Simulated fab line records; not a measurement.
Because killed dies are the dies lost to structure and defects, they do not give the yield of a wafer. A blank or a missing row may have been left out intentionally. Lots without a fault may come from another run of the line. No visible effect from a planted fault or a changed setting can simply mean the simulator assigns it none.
Chamber matching || flow n5 finfet || ald sin-03 running N5_BEOL_M1_ALD_98: 4 sister chambers
The step deposits SiO2, target thk 2.5 nm, pulse time 1 s, co reactant pulse time 1 s. 8 wafers are shown with their chamber, then 9 later ones without.

## WAFERS, EACH WITH ITS CHAMBER
{"wafer": "L080.2", "chamber": 0, "heater power w (W)": 76, "precursor pulse height rel": 0.990}
{"wafer": "L080.6", "chamber": 1, "heater power w (W)": 73, "precursor pulse height rel": 0.995}
{"wafer": "L086.1", "chamber": 2, "heater power w (W)": 89, "precursor pulse height rel": 0.958}
{"wafer": "L086.4", "chamber": 3, "heater power w (W)": 72, "precursor pulse height rel": 1.024}
{"wafer": "L086.5", "chamber": 3, "heater power w (W)": 71, "precursor pulse height rel": 0.987}
{"wafer": "L090.1", "chamber": 0, "heater power w (W)": 75, "precursor pulse height rel": 1.018}
{"wafer": "L090.5", "chamber": 2, "heater power w (W)": 89, "precursor pulse height rel": 1.021}
{"wafer": "L090.6", "chamber": 1, "heater power w (W)": 72, "precursor pulse height rel": 0.999}

## WAFERS WHOSE CHAMBER IS MISSING
{"wafer": "L096.1", "heater power w (W)": 74, "precursor pulse height rel": 1.012}
{"wafer": "L096.2", "heater power w (W)": 74, "precursor pulse height rel": 1.021}
{"wafer": "L096.3", "heater power w (W)": 88, "precursor pulse height rel": 0.968}
{"wafer": "L096.4", "heater power w (W)": 74, "precursor pulse height rel": 1.032}
{"wafer": "L096.5", "heater power w (W)": 75, "precursor pulse height rel": 0.991}
{"wafer": "L096.6", "heater power w (W)": 73, "precursor pulse height rel": 1.003}
{"wafer": "L097.1", "heater power w (W)": 73, "precursor pulse height rel": 0.980}
{"wafer": "L097.2", "heater power w (W)": 88, "precursor pulse height rel": 0.966}
{"wafer": "L097.5", "heater power w (W)": 90, "precursor pulse height rel": 0.978}

## EACH ONE'S CHAMBER
{"wafer": "L096.1", "from the rows above": "can't be placed: 0 or 1 or 3", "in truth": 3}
{"wafer": "L096.2", "from the rows above": "can't be placed: 0 or 1 or 3", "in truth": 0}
{"wafer": "L096.3", "from the rows above": 2, "in truth": 2}
{"wafer": "L096.4", "from the rows above": "can't be placed: 0 or 1 or 3", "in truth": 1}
{"wafer": "L096.5", "from the rows above": 0, "in truth": 0}
{"wafer": "L096.6", "from the rows above": "can't be placed: 1 or 3", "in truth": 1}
{"wafer": "L097.1", "from the rows above": "can't be placed: 1 or 3", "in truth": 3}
{"wafer": "L097.2", "from the rows above": 2, "in truth": 2}
{"wafer": "L097.5", "from the rows above": 2, "in truth": 2}
Correct placement for 4 of the 9. Cannot be placed on the basis of these rows: 5; the candidates contain the true chamber in 5. Wrongly placed: 0.
How it was worked out, from the rows above alone: a wafer's distance from a chamber is the root of the sum, over the readings, of the square of ((its reading less the chamber's mean) divided by the reading's scatter). If the next closest chamber is less than 2 further off than the closest, the wafer can't be placed; otherwise it belongs to the closest. Each chamber's mean is taken over the wafers shown for it. How the scatter is found: for the shown wafers, subtract from each reading the mean of its chamber, square and add these, divide the total by (wafers less chambers), then take the root.
